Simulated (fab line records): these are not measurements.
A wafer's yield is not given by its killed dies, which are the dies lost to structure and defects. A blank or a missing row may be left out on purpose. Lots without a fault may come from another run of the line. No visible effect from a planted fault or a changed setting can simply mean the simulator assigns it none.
fab line records ; flow nand_harc
record: lots: 6; wafers: 18; last_day: 30
route steps=1302 shown A_DECK1_JOINT@522 END@1302
lots with no fault: from the same line, run without faults
start_h: the number of hours between the record's first day and the start of the first shown wafer of the lot ; wait_h: time in hours since the lot's previous step ; " identical to the entry in the row above ; L1.1+2: one row covering several wafers at once ; - no value, or no start given ; * or withheld: withheld ; < > ~ a bound
route shown NAME@n: a module of which the file shows steps, and the number in the route of the first ; usual: the fault-free wafers' mean and standard deviation ; same: alike in all rows ; chamber/n: place in a boat ; sites: each site's reading ; _std_site: the values' standard deviation ; _edge_site: inner sites' mean taken away from outer sites' mean ; radius_mm: how far each site lies from the wafer's centre ; mask NAME#n: copy n ; behind: the tool/chamber that last shaped the wafer ; hold: the reason the lot was held/the length of the hold in hours/how it ended ; device: which transistor (n, p or np) failed to switch ; end of line: the tests these same wafers got at the end of their route ; for a step that has no rows: nothing shown but its recipe ; killed: the dies lost at the first sort to structure and to defects; this is not the yield of the wafer ; map: dies across one wafer; x = killed, . = not, _ = none there
set.NAME: the setting that was run; set.NAME@STEP: the one run at that earlier step ; model.NAME: the simulator's own value behind a step, which no gauge read
lots at some steps of the route; a table a step, a row a wafer
services: from which hour (start_h, from the record's first day; less than 0 if before it) a tool's chamber was out of use, for how many hours, and why
== steps ==
step: NHARC_A_DECK1_JOINT_WET_08
recipe: temp_c: 160; time_s: 86; chemistry: H3PO4
step: NHARC_A_DECK1_JOINT_ETCH_09
recipe: target_depth_a: 50; chemistry: dHF; material: SiO2
step: NHARC_A_DECK1_JOINT_WET_10
recipe: temp_c: 160; time_s: 86; chemistry: H3PO4
step: NHARC_A_DECK1_JOINT_ETCH_11
recipe: target_depth_a: 350; chemistry: dHF; material: SiO2
step: NHARC_A_DECK1_JOINT_CVD_12
recipe: target_thk_a: 900; temp_c: 620; pressure_mtorr: 200; time_s: 1800; material: poly-Si
step: NHARC_A_DECK1_JOINT_CMP_13
recipe: target_thk_nm: 51.023
usual: edge_zone_pressure_frac: 1.000/0.0054; motor_current_A: 11.7/1; time_to_endpoint_s: 8.9/1.8
lot.wafer;tool;chamber;start_h;wait_h;edge_zone_pressure_frac;motor_current_A;time_to_endpoint_s
L454.3;cmp-01;2;305.93;0.4;0.994;11.8;8.2
L454.1;cmp-01;3;305.93;0.4;1.002;11.9;9.9
L454.6;cmp-01;2;305.93;0.4;0.997;11.5;7.2
L455.1;cmp-04;2;324.44;0.4;1.000;14.0;9.7
L455.4;cmp-04;3;324.44;0.4;1.009;12.3;9.2
L455.5;cmp-04;0;324.44;0.4;1.002;10.0;11.3
L457.1;cmp-01;0;347.27;0.4;1.004;11.5;9.3
L457.3;cmp-01;1;347.27;0.4;1.010;12.4;10.1
L457.5;cmp-01;0;347.27;0.4;1.005;11.8;9.9
L460.3;cmp-02;1;362.64;0.4;0.999;10.4;9.6
L460.2;cmp-02;2;362.64;0.4;1.003;11.4;8.4
L460.6;cmp-02;2;362.64;0.4;1.005;11.0;8.3
L463.2;cmp-01;0;389.44;0.4;0.997;12.0;10.4
L463.3;cmp-01;1;389.44;0.4;0.997;12.1;10.0
L463.5;cmp-01;0;389.44;0.4;0.995;12.1;9.8
L462.3;cmp-04;0;389.46;0.4;1.001;10.3;7.3
L462.6;cmp-04;2;389.46;0.4;0.997;12.7;9.5
L462.5;cmp-04;3;389.46;0.4;1.000;12.2;5.6
step: NHARC_A_DECK1_JOINT_THK_MEAS_14
recipe: thk_meas_gauge: ellipsometry
usual: thk_nm: 51.0/1.4
lot.wafer;tool;chamber;start_h;wait_h;thk_nm
L454.1;film_metro-02;-;306.18;0.2;48.9
L454.3;film_metro-02;-;306.18;0.2;48.5
L454.6;film_metro-02;-;306.18;0.2;48.4
L455.1;film_metro-02;-;324.65;0.2;50.4
L455.4;film_metro-02;-;324.65;0.2;50.8
L455.5;film_metro-02;-;324.65;0.2;50.1
L457.1;film_metro-01;-;347.53;0.2;50.6
L457.3;film_metro-01;-;347.53;0.2;54.2
L457.5;film_metro-01;-;347.53;0.2;51.5
L460.2;film_metro-02;-;362.89;0.2;50.8
L460.3;film_metro-02;-;362.89;0.2;52.3
L460.6;film_metro-02;-;362.89;0.2;50.5
L462.3;film_metro-02;-;389.67;0.2;48.9
L462.5;film_metro-02;-;389.67;0.2;49.5
L462.6;film_metro-02;-;389.67;0.2;51.8
L463.2;film_metro-01;-;389.67;0.2;52.5
L463.3;film_metro-01;-;389.67;0.2;51.5
L463.5;film_metro-01;-;389.67;0.2;51.4
step: NHARC_A_DECK1_JOINT_SRD_04
step: NHARC_A_DECK1_JOINT_ETCHBACK_00
recipe: target_depth_a: 300; time_s: 17.4; hbr_flow_sccm: 150; rf_w: 350; icp_w: 350; bias_w: 60; chemistry: HBr
usual: chamber_pressure_mTorr: 15.000/0.014; drypump_motor_current_A: 5.8/0.4; oes_product_au: 0.997/0.0074; throttle_valve_pct: 23.265/0.0098
lot.wafer;tool;chamber;start_h;wait_h;chamber_pressure_mTorr;drypump_motor_current_A;oes_product_au;rf_hours_counter_h;throttle_valve_pct
L454.3;rie_si-01;3;306.32;0.1;15.007;5.5;1.008;0.6;23.272
L454.1;rie_si-01;1;306.32;0.1;14.996;5.9;1.003;0.6;23.270
L454.6;rie_si-01;2;306.32;0.1;14.994;5.3;0.995;-;23.270
L455.4;rie_si-05;1;324.77;0.1;15.018;6.3;1.011;0.0;23.266
L455.1;rie_si-05;0;324.77;0.1;15.006;6.1;1.009;0.1;23.273
L455.5;rie_si-05;2;324.77;0.1;14.984;5.1;0.996;-;23.253
L457.3;rie_si-05;0;347.66;0.1;14.987;6.1;0.996;0.2;23.276
L457.1;rie_si-05;3;347.66;0.1;15.009;5.8;0.997;0.2;23.264
L457.5;rie_si-05;3;347.66;0.1;14.995;5.8;0.994;-;23.252
L460.3;rie_si-06;0;363.02;0.1;15.017;5.9;0.990;0.5;23.254
L460.2;rie_si-06;1;363.02;0.1;14.981;5.4;0.999;0.5;23.251
L460.6;rie_si-06;1;363.02;0.1;15.010;5.3;0.995;-;23.273
L463.3;rie_si-05;0;389.81;0.1;14.988;6.0;0.994;0.6;23.261
L463.2;rie_si-05;2;389.81;0.1;14.976;5.1;0.992;0.5;23.277
L463.5;rie_si-05;0;389.81;0.1;14.989;6.1;0.998;-;23.261
L462.3;rie_si-06;0;389.82;0.1;15.011;5.9;0.995;0.7;23.270
L462.5;rie_si-06;2;389.82;0.1;14.982;5.3;0.983;-;23.265
L462.6;rie_si-06;3;389.82;0.1;15.008;6.3;1.001;-;23.254
step: NHARC_A_DECK1_JOINT_PRECLEAN_30
recipe: time_s: *; temp_c: 50; bath_age_min: 0; chemistry: SC1
step: NHARC_A_DECK1_JOINT_SRD_31
step: NHARC_A_DECK1_JOINT_CVD_34
recipe: target_thk_a: 200; temp_c: 700; pressure_mtorr: 300; material: SiNx
step: NHARC_A_DECK1_JOINT_DEP_06
recipe: target_thk_a: 800; temp_c: 65; material: SiOx
lot.wafer;tool;chamber;start_h;wait_h
L454.1+3+6;fcvd-02;0,0,1;312.94;0.4
L455.1+4+5;fcvd-01;1,1,0;331.36;0.4
L457.1+3+5;fcvd-01;1,0,1;354.33;0.4
L460.2+3+6;fcvd-02;1,1,0;369.65;0.4
L463.2+3+5;fcvd-01;1,0,1;397.06;0.4
L462.3+6+5;fcvd-02;0,1,0;397.14;0.5
step: NHARC_A_DECK1_JOINT_CURE_26
recipe: temp_c: 150; time_s: 32; pressure_atm: 0.395
step: NHARC_A_DECK1_JOINT_ANNEAL_27
recipe: temp_c: 400; time_s: 3600; idle_temp_c: 300; ramp_up_c_per_min: 10; densification_p_h2o_torr: 640
step: NHARC_A_DECK1_JOINT_ANNEAL_28
recipe: temp_c: 500; time_s: 1800; idle_temp_c: 400; ramp_up_c_per_min: 10; densification_p_h2o_torr: 640
step: NHARC_A_DECK1_JOINT_ANNEAL_29
recipe: temp_c: 750; time_s: 1800; idle_temp_c: 500; ramp_up_c_per_min: 10; ramp_down_c_per_min: 3
step: NHARC_A_DECK1_JOINT_CMP_02
recipe: material: SiOx
usual: edge_zone_pressure_frac: 1.000/0.0046; motor_current_A: 11.5/1
lot.wafer;tool;chamber;start_h;wait_h;edge_zone_pressure_frac;motor_current_A
L454.1;cmp-04;2;328.33;0.4;0.996;13.2
L454.3;cmp-04;3;328.33;0.4;1.001;12.6
L454.6;cmp-04;2;328.33;0.4;1.000;12.9
L455.1;cmp-02;3;346.97;0.4;0.992;10.1
L455.4;cmp-02;0;346.97;0.4;1.012;12.5
L455.5;cmp-02;0;346.97;0.4;1.014;11.9
L457.1;cmp-02;0;374.46;0.4;1.001;12.9
L457.3;cmp-02;1;374.46;0.4;0.990;10.2
L457.5;cmp-02;3;374.46;0.4;1.001;10.1
L460.3;cmp-04;2;388.38;0.4;0.999;13.6
L460.2;cmp-04;3;388.38;0.4;1.003;12.6
L460.6;cmp-04;1;388.38;0.4;0.994;10.3
L463.2;cmp-01;3;411.21;0.4;0.990;11.8
L463.3;cmp-01;1;411.21;0.4;0.998;12.3
L463.5;cmp-01;3;411.21;0.4;0.992;11.7
L462.3;cmp-02;3;411.23;0.4;0.995;10.4
L462.6;cmp-02;2;411.23;0.4;1.000;11.5
L462.5;cmp-02;3;411.23;0.4;0.999;10.5
step: NHARC_A_DECK1_JOINT_SRD_15
step: NHARC_A_DECK1_JOINT_DEP_16
recipe: target_thk_a: 450; temp_c: 400; pressure_torr: 6.5; rf_w: 900; teos_flow_sccm: 161.4; flow_sccm: 2650; target_thk_nm: 45; gas: O2; material: SiO2
usual: heater_power_w: 568/89; throttle_valve_pct: 16.1/0.61
lot.wafer;tool;chamber;start_h;wait_h;heater_power_w;throttle_valve_pct
L454.1;pecvd-02;2;328.72;0.1;532;17.1
L454.3;pecvd-02;0;328.72;0.1;691;15.8
L454.6;pecvd-02;0;328.72;0.1;685;15.8
L455.1;pecvd-01;0;347.42;0.1;438;15.7
L455.5;pecvd-01;1;347.42;0.1;656;16.6
L455.4;pecvd-01;2;347.42;0.1;603;14.9
L457.3;pecvd-02;0;374.80;0.1;673;15.5
L457.1;pecvd-02;2;374.80;0.1;556;17.3
L457.5;pecvd-02;2;374.80;0.1;571;17.5
L460.2;pecvd-04;2;388.78;0.1;679;16.6
L460.3;pecvd-04;0;388.78;0.1;515;16.0
L460.6;pecvd-04;2;388.78;0.1;688;16.5
L463.2;pecvd-01;1;411.64;0.1;582;16.7
L463.3;pecvd-01;2;411.64;0.1;594;15.0
L463.5;pecvd-01;1;411.64;0.1;568;16.5
L462.3;pecvd-04;1;411.66;0.1;507;16.3
L462.5;pecvd-04;2;411.66;0.1;664;16.6
L462.6;pecvd-04;1;411.66;0.1;512;16.1
step: NHARC_A_DECK1_JOINT_THK_MEAS_17
recipe: thk_meas_gauge: ellipsometry
usual: thk_nm: 45.0/1.2
lot.wafer;tool;chamber;start_h;wait_h;thk_nm
L454.1;film_metro-01;-;329.00;0.3;42.8
L454.3;film_metro-01;-;329.00;0.3;44.4
L454.6;film_metro-01;-;329.00;0.3;44.6
L455.1;film_metro-02;-;347.65;0.2;46.0
L455.4;film_metro-02;-;347.65;0.2;44.1
L455.5;film_metro-02;-;347.65;0.2;44.7
L457.1;film_metro-01;-;375.08;0.2;45.7
L457.3;film_metro-01;-;375.08;0.2;45.8
L457.5;film_metro-01;-;375.08;0.2;47.4
L460.2;film_metro-02;-;389.10;0.3;46.1
L460.3;film_metro-02;-;389.10;0.3;47.5
L460.6;film_metro-02;-;389.10;0.3;44.5
L462.3;film_metro-02;-;411.88;0.2;46.0
L462.5;film_metro-02;-;411.88;0.2;45.4
L462.6;film_metro-02;-;411.88;0.2;47.4
L463.2;film_metro-01;-;411.96;0.3;46.3
L463.3;film_metro-01;-;411.96;0.3;45.4
L463.5;film_metro-01;-;411.96;0.3;45.8
step: NHARC_END_SORT_01
recipe: temp_c: 25
usual: killed_at_array: 50/14; killed_at_other: 0.9/1; killed_at_periphery: 3.9/2.5; killed_dies: 55/15; killed_open: 3.5/1.9; killed_short: 2.5/1.7
same: gross_dies: 677
lot.wafer;tool;chamber;start_h;wait_h;killed_at_array;killed_at_other;killed_at_periphery;killed_dies;killed_open;killed_short
L454.1;prober-02;0;616.68;2.5;61;1;7;69;2;4
L454.3;prober-02;0;618.26;3.1;63;2;3;68;4;6
L454.6;prober-02;0;620.62;3.9;65;1;1;67;3;3
L457.3;prober-02;0;673.08;3.1;45;1;5;51;2;5
L457.5;prober-02;0;674.70;3.7;43;1;2;46;2;2
L463.2;prober-02;0;695.00;2.8;40;0;4;44;2;2
L463.3;prober-02;0;695.78;3.1;54;0;8;62;1;4
L463.5;prober-02;0;697.36;3.6;42;0;2;44;2;1
L462.3;prober-01;0;695.87;3.1;93;1;2;96;2;4
L462.5;prober-01;0;697.48;3.7;111;0;5;116;5;1
L462.6;prober-01;0;698.28;4.0;128;1;2;131;2;2
L460.2;prober-01;0;723.87;2.8;114;0;5;119;6;3
L460.3;prober-01;0;724.68;3.1;118;0;4;122;4;3
L460.6;prober-01;0;727.10;4.0;103;0;6;109;4;2
killed by level:class
L454.1 A_CHANNEL_HOLE_D2:chamber_film_flake=26 A_SLIT:chamber_film_flake=22 A_CHANNEL_HOLE_D1:chamber_film_flake=4 A_STAIRCASE:chamber_film_flake=3 A_CONTACT:chamber_film_flake=3 P_BONDPAD:chamber_film_flake=2 P_GATE:geometric_particle:open=1 P_GATE:geometric_particle:short=1
L454.3 A_SLIT:chamber_film_flake=25 A_CHANNEL_HOLE_D2:chamber_film_flake=18 A_STAIRCASE:chamber_film_flake=5 A_CHANNEL_HOLE_D1:chamber_film_flake=4 A_ONON_D2:geometric_particle:short=2 A_CHANNEL_FILL_D2:geometric_particle:open=2 P_BONDPAD:chamber_film_flake=2 A_CONTACT:chamber_film_flake=2
L454.6 A_CHANNEL_HOLE_D2:chamber_film_flake=32 A_SLIT:chamber_film_flake=22 A_CONTACT:chamber_film_flake=3 A_ONON_D1:geometric_particle:open=2 A_DECK1_JOINT:geometric_particle:short=2 A_ONON_D2:geometric_particle:short=1 A_BLC:geometric_particle:open=1 P_BONDPAD:chamber_film_flake=1
L457.3 A_SLIT:chamber_film_flake=29 A_CHANNEL_HOLE_D1:chamber_film_flake=5 A_CONTACT:chamber_film_flake=4 P_ZERO_WELL:chamber_film_flake=2 P_STI:geometric_particle:short=1 P_CONTACT:geometric_particle:open=1 P_M0:geometric_particle:short=1 A_CHANNEL_FILL_D1:geometric_particle:short=1
L457.5 A_SLIT:chamber_film_flake=28 A_CHANNEL_HOLE_D2:chamber_film_flake=6 A_STAIRCASE:chamber_film_flake=3 A_CONTACT:chamber_film_flake=3 P_GATE:geometric_particle:open=1 P_CONTACT:geometric_particle:short=1 A_CHANNEL_FILL_D1:geometric_particle:short=1 A_BLC:geometric_particle:open=1
L463.2 A_SLIT:chamber_film_flake=23 A_CHANNEL_HOLE_D1:chamber_film_flake=5 A_WL_FILL:chamber_film_flake=3 P_GATE:chamber_film_flake=2 P_M1:chamber_film_flake=2 A_CONTACT:chamber_film_flake=2 A_ONON_D1:geometric_particle:short=1 A_STAIRCASE:geometric_particle:short=1
L463.3 A_SLIT:chamber_film_flake=32 P_M1:chamber_film_flake=6 A_CHANNEL_HOLE_D1:chamber_film_flake=5 A_WL_FILL:chamber_film_flake=5 A_CONTACT:chamber_film_flake=3 A_CHANNEL_HOLE_D2:chamber_film_flake=2 A_STAIRCASE:chamber_film_flake=2 A_ONON_D1:geometric_particle:short=1
L462.3 A_DECK1_JOINT:unspecified=62 A_CHANNEL_HOLE_D1:chamber_film_flake=11 A_CHANNEL_HOLE_D2:chamber_film_flake=5 A_STAIRCASE:chamber_film_flake=3 A_CONTACT:chamber_film_flake=3 A_SLIT:chamber_film_flake=3 A_CHANNEL_FILL_D2:geometric_particle:short=2 P_GATE:chamber_film_flake=2
L463.5 A_SLIT:chamber_film_flake=23 A_CHANNEL_HOLE_D1:chamber_film_flake=5 A_WL_FILL:chamber_film_flake=4 A_CHANNEL_FILL_D2:chamber_film_flake=2 A_STAIRCASE:chamber_film_flake=2 A_ONON_D2:geometric_particle:open=1 A_WL_FILL:geometric_particle:short=1 A_M1:geometric_particle:open=1
L462.5 A_DECK1_JOINT:unspecified=64 A_CHANNEL_HOLE_D2:chamber_film_flake=18 A_CHANNEL_HOLE_D1:chamber_film_flake=14 P_GATE:chamber_film_flake=3 A_ZERO_WELL:chamber_film_flake=3 A_STAIRCASE:chamber_film_flake=3 A_CONTACT:chamber_film_flake=3 P_M0:geometric_particle:open=1
L462.6 A_DECK1_JOINT:unspecified=73 A_CHANNEL_HOLE_D1:chamber_film_flake=29 A_CHANNEL_HOLE_D2:chamber_film_flake=16 A_CONTACT:chamber_film_flake=4 P_GATE:chamber_film_flake=2 A_SOURCE_PLATE:geometric_particle:open=1 A_SGD_CUT:geometric_particle:short=1 A_WL_FILL:geometric_particle:short=1
L460.2 A_DECK1_JOINT:unspecified=75 A_CHANNEL_HOLE_D1:chamber_film_flake=15 A_CHANNEL_HOLE_D2:chamber_film_flake=7 A_SGD_CUT:chamber_film_flake=5 A_CONTACT:chamber_film_flake=3 P_GATE:chamber_film_flake=2 P_CONTACT:geometric_particle:short=1 P_M0:geometric_particle:open=1
L460.3 A_DECK1_JOINT:unspecified=69 A_CHANNEL_HOLE_D1:chamber_film_flake=17 A_CHANNEL_HOLE_D2:chamber_film_flake=12 A_SGD_CUT:chamber_film_flake=6 A_CONTACT:chamber_film_flake=4 A_WL_FILL:geometric_particle:open=2 P_GATE:chamber_film_flake=2 P_BONDPAD:chamber_film_flake=2
L460.6 A_DECK1_JOINT:unspecified=65 A_CHANNEL_HOLE_D2:chamber_film_flake=12 A_CHANNEL_HOLE_D1:chamber_film_flake=11 A_SGD_CUT:chamber_film_flake=5 P_BONDPAD:chamber_film_flake=3 A_ZERO_WELL:chamber_film_flake=2 P_M0:geometric_particle:open=1 P_M2:geometric_particle:open=1
map L460.3 (x killed, . not)
____________.____________
_________x......_________
_______.x........._______
______xx...........______
_____xx...x........._____
____..xx.............____
____.xxx.............____
___...................___
___...................___
__xx...................__
__.....................__
_...x.............x....._
_......................._
_................x......_
_......................._
_...................x..._
.........................
.........................
.........................
..x..................x...
.........................
_.....................xx_
_....................xx._
_.x.................x.x._
_....................xxx_
_...x.xxx..x...x......xx_
__....xxxxx.x..x....xxx__
__x...xxxxx...x......xx__
___..xxxxxxx.x....x.xx___
___.xxxxxxxxx.x......x___
____xxxxxxxx.x..x....____
____.xxxxxxxx.x......____
_____xxxxxxxx.....x._____
______xxxxxxx......______
_______xxxxx......_______
_________xxx...._________
____________.____________
map L462.6 (x killed, . not)
____________.____________
_________......._________
_______..........._______
______.............______
_____..............._____
____.................____
____.................____
___...................___
___........x..........___
__.....................__
__..........x.x........__
_......................._
_......................._
_......................._
_......................._
_......................._
.........................
...x.....................
.........................
.........................
.........................
_......................._
_..................x...x_
_....x........x....x..xx_
_........x........xx...._
_....xxx.xx..x.xxxxx..x._
__.....xxx....x.xxxxx.x__
__...xxxxxxx..xxxxxxx..__
___.xxxxxxxx.x.xxxxx..___
___.xxxxxxxx...xxxxxxx___
____xxxxxxxxx.xxx.xx.____
____xxxxxxxxxxx...x.x____
_____xxxxxxx....x.x._____
______xxxxxx......x______
_______xxxxx....x._______
_________xxx...._________
____________.____________
== services ==
tool;chamber;start_h;hours;kind
cmp-01;-;283.50;4.0;pm
rie_si-06;0;290.15;7.0;repair
cmp-04;-;298.91;2.1;repair
pecvd-01;-;299.92;0.8;repair
fcvd-02;-;304.64;0.6;repair
rie_si-05;-;305.01;9.0;pm
pecvd-04;0;306.16;4.7;repair
cmp-04;-;308.20;4.0;pm
pecvd-01;-;311.68;13.0;pm
rie_si-05;3;330.16;1.7;repair
cmp-02;-;330.80;4.0;pm
cmp-04;-;331.37;2.2;repair
cmp-02;-;336.44;1.5;repair
cmp-01;-;338.28;4.4;repair
rie_si-05;2;346.19;13.7;repair
fcvd-01;-;368.97;13.0;pm
cmp-04;-;373.86;1.7;repair
cmp-02;-;375.35;3.0;repair
cmp-02;-;378.86;1.8;repair
cmp-01;-;381.50;4.0;pm
cmp-02;-;383.15;1.5;repair
fcvd-01;-;386.78;0.2;repair
cmp-01;-;397.77;1.0;repair
cmp-04;-;406.20;4.0;pm
== key ==
first_sign: step: NHARC_END_SORT_01; reading: killed_at_array; direction: up; sigmas: 4.3; usual: 50; struck: 111
effect: step: NHARC_END_SORT_01; reading: killed_dies; direction: up; sigmas: 4.1; usual: 55; struck: 116
more_kills_born_at: NHARC_A_DECK1_JOINT_DEP_06@fcvd-02: 408
met_at NHARC_A_DECK1_JOINT_DEP_06
struck_wafers L460.2,L460.3,L460.6,L462.3,L462.5,L462.6
tester_left_out L460,L462
onset_between 312.94 369.65
also_fits NHARC_A_DECK1_JOINT_ETCHBACK_00:rie_si-06,NHARC_A_DECK1_JOINT_DEP_16:pecvd-04
fault: kind: chamber_particle_source; tool: fcvd-02; chamber: -; onset_h: 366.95; steps: NHARC_A_DECK1_JOINT_DEP_06; rate_per_visit_cm2: 1.0492; end_h: 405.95
tester_left_out: of these lots the tester's yield and bins aren't shown, on N5 and GAA mostly nor the transistor test; their killed dies are dies lost to structure and defects alone, not to doping, threshold or leakage, so they don't give the yield
